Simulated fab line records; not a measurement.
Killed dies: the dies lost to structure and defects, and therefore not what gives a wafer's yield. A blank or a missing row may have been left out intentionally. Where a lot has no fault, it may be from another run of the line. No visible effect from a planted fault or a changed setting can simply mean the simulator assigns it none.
One fault seen from 2 desks + flow nand harc + each desk holds nothing but its own numbers, with what lay behind them at the end

== AT THE TOOL OWNER'S DESK: rie diel-07 ==
The tool's own readings at NHARC_A_CONTACT_ETCH_77 (etches the open film in CF4/CHF3, target depth 72.6 nm, time 36.3 s): means of the sampled wafers that have a number, for each lot that ran on this tool. Marked OUT: a lot whose mean sits more than 4 standard deviations from the usual mean, which makes it out of limits; the brackets give that distance.
Columns: A = drypump motor current A at NHARC_A_CONTACT_ETCH_77, usual 5.7 A; B = oes product au at NHARC_A_CONTACT_ETCH_77, usual 0.940 a.u.; C = rf vpp V at NHARC_A_CONTACT_ETCH_77, usual 370.8 V; D = run length s at NHARC_A_CONTACT_ETCH_77, usual 57.1 s; E = showerhead plenum p Torr at NHARC_A_CONTACT_ETCH_77, usual 1.58 Torr; F = throttle valve pct at NHARC_A_CONTACT_ETCH_77, usual 16.803 %
| lot  | first seen here | A   | B     | C     | D              | E    | F      |
|------|-----------------|-----|-------|-------|----------------|------|--------|
| L839 | day 17 02:14    | 5.8 | 0.932 | 370.2 | 56.9           | 1.56 | 16.812 |
| L842 | day 17 09:19    | 5.2 | 0.928 | 369.5 | 57.1           | 1.56 | 16.796 |
| L843 | day 17 13:35    | 5.6 | 0.969 | 371.2 | 57.2           | 1.60 | 16.806 |
| L850 | day 20 00:46    | 5.3 | 0.939 | 371.7 | 51.5 (-16) OUT | 1.62 | 16.794 |
Finding of this desk: L850 out of limits; the first was L850 at day 20 00:46, on run length s at NHARC_A_CONTACT_ETCH_77. In limits: L839, L842, L843.

== AT THE METROLOGY DESK ==
What the gauges read for every lot (on any tool): the sampled wafers with a number, averaged. Marked OUT: a lot whose mean sits more than 4 standard deviations from the usual mean, which makes it out of limits; the brackets give that distance.
Columns: A = overlay x nm at NHARC_A_CONTACT_OVL_MEAS_70, usual 0.2 nm; B = overlay y nm at NHARC_A_CONTACT_OVL_MEAS_70, usual 0.1 nm
| lot  | first seen here | A    | B    |
|------|-----------------|------|------|
| L840 | day 16 19:04    | -0.8 | -0.1 |
| L838 | day 16 20:50    | 1.1  | 0.5  |
| L839 | day 17 01:29    | 0.5  | -1.9 |
| L842 | day 17 08:35    | 0.3  | 0.2  |
| L843 | day 17 12:50    | -1.3 | -0.5 |
| L847 | day 19 03:29    | 0.8  | -0.2 |
| L850 | day 19 23:52    | -0.0 | 1.4  |
| L854 | day 20 20:50    | 1.0  | 0.3  |
| L855 | day 20 22:35    | 1.2  | -0.8 |
| L858 | day 21 12:38    | -0.0 | -0.8 |
| L859 | day 21 21:38    | 0.6  | 1.2  |
| L856 | day 22 00:44    | -0.8 | 0.7  |
| L860 | day 22 16:56    | 0.6  | 0.1  |
This desk found nothing out of limits on any of the 13 lots.

== TAKEN TOGETHER ==
The tool owner's desk had the chance to raise an alarm at day 20 00:46 on L850.
Nothing out of limits was seen by the metrology desk.
The metrology desk has L850 on record, within its limits.
The lots listed all ran NHARC_A_CONTACT_ETCH_77 on rie diel-07.

== WHAT THE SIMULATOR HAD PUT IN ==
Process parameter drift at NHARC_A_CONTACT_ETCH_77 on rie diel-07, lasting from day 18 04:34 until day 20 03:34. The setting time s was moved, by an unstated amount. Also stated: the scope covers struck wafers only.
Struck lots among those shown: L850.
Time in hours from fault onset to the first out-of-limits reading at each desk: the tool owner's desk, 44.
